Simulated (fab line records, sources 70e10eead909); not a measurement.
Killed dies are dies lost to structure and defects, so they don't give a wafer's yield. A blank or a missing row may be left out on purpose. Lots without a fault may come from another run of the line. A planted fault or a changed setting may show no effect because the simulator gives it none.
Which tool did it? | flow nand_harc | 6 lots, 18 wafers sampled, at 3 steps of a route of 1302

WHAT THE GAUGES READ, wafer by wafer
NHARC_P_M2_CD_MEAS_09: target cd 170 nm.
lot  | measured     | on        | cd_nm (nm)
L141 | day 6 19:45  | cd_sem-01 | 169.6 169.8 170.1
L144 | day 8 00:41  | cd_sem-01 | 170.3 187.2 170.6
L150 | day 10 14:28 | cd_sem-03 | 170.7 171.5 171.9
L157 | day 13 17:07 | cd_sem-03 | 172.3 171.4 169.9
L159 | day 14 06:17 | cd_sem-01 | 172.1 170.2 169.2
L162 | day 15 15:12 | cd_sem-02 | 172.0 171.5 170.4

WHICH TOOL RAN EACH LOT (tool, then ch and the chambers of the sampled wafers, then the start)
lot  | NHARC_P_M1_PRE_CLEAN_32         | NHARC_P_M2_PEB_07
L141 | pecvd-02 ch 1,2, day 6 18:25    | litho_track-04 ch 0, day 6 19:40
L144 | pecvd-03 ch 0,1,2, day 7 23:23  | litho_track-04 ch 0, day 8 00:36
L150 | pecvd-03 ch 0,1, day 10 13:09   | litho_track-06 ch 0, day 10 14:23
L157 | pecvd-02 ch 0,1,2, day 13 15:48 | litho_track-06 ch 0, day 13 17:02
L159 | pecvd-02 ch 0,1,2, day 14 04:58 | litho_track-04 ch 0, day 14 06:13
L162 | pecvd-01 ch 0,2, day 15 13:53   | litho_track-04 ch 0, day 15 15:07
- NHARC_P_M1_PRE_CLEAN_32: time 12 s.
- NHARC_P_M2_PEB_07: peb time 65 s.

THE ANSWER, worked out from the rows above alone
Rule: what is usual is taken from the lots themselves. Put in order of their means at a reading, lots are off if they are a third of the lots or fewer, leave a main group of 4 or more, and stand apart from it by a gap of 3 or more times the standard deviation of the main group's means; of several such gaps the widest counts. A main group whose means are all the same, to the digits that the tables above print for the reading, isn't used. A lot without any number at a reading at which 4 lots or more have one is off too. The other lots that the step has rows for count as sound.
Off: L144, at NHARC_P_M2_CD_MEAS_09 (cd_nm). The main group: mean 170.8 nm, standard deviation 0.59.
A tool fits if, at a process step before that reading, it ran every lot that is off, and no sound lot after the first of them. The gauges at NHARC_P_M2_CD_MEAS_09 are tried like those tools. None of those tried fits.

WHAT THE SIMULATOR HAD PUT IN
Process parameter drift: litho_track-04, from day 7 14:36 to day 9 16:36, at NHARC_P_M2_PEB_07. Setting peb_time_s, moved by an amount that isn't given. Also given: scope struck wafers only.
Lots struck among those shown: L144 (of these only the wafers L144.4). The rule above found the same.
